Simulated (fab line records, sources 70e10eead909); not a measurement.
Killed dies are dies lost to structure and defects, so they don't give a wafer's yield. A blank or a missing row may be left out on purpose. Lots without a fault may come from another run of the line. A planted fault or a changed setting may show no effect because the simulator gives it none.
Chamber matching | flow nand_harc | NHARC_P_M2_PRE_CLEAN_32 on pecvd-01: 3 sister chambers
The step time 12 s. 6 wafers are shown with their chamber, then 8 later ones without.

WAFERS WITH THEIR CHAMBER
wafer  | chamber | heater_power_w (W)
L080.6 | 1       | 623
L082.5 | 2       | 601
L084.1 | 0       | 742
L084.3 | 2       | 585
L084.6 | 0       | 740
L084.2 | 1       | 700

WAFERS WITHOUT THEIR CHAMBER
wafer  | heater_power_w (W)
L084.4 | 606
L084.5 | 709
L089.3 | 625
L089.5 | 522
L089.6 | 692
L097.1 | 622
L097.2 | 718
L097.5 | 609

WHICH CHAMBER EACH WENT THROUGH
wafer  | from the rows above     | in truth
L084.4 | can't be placed: 2 or 1 | 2
L084.5 | can't be placed: 0 or 1 | 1
L089.3 | can't be placed: 2 or 1 | 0
L089.5 | 2                       | 2
L089.6 | can't be placed: 1 or 0 | 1
L097.1 | can't be placed: 2 or 1 | 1
L097.2 | can't be placed: 0 or 1 | 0
L097.5 | can't be placed: 2 or 1 | 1
Placed correctly: 1 of 8. Can't be placed from these rows: 7 (the true chamber is among the candidates in 6). Placed wrongly: 0.
How it was worked out, from the rows above alone: a wafer's distance from a chamber is the root of the sum, over the readings, of the square of ((its reading less the chamber's mean) divided by the reading's scatter). The wafer belongs to the nearest chamber; if the next one is less than 2 further off, it can't be placed. A chamber's mean is the mean of its shown wafers. The scatter: the root of (the sum of the squares of (reading less its chamber's mean) over the shown wafers, divided by (wafers less chambers)).
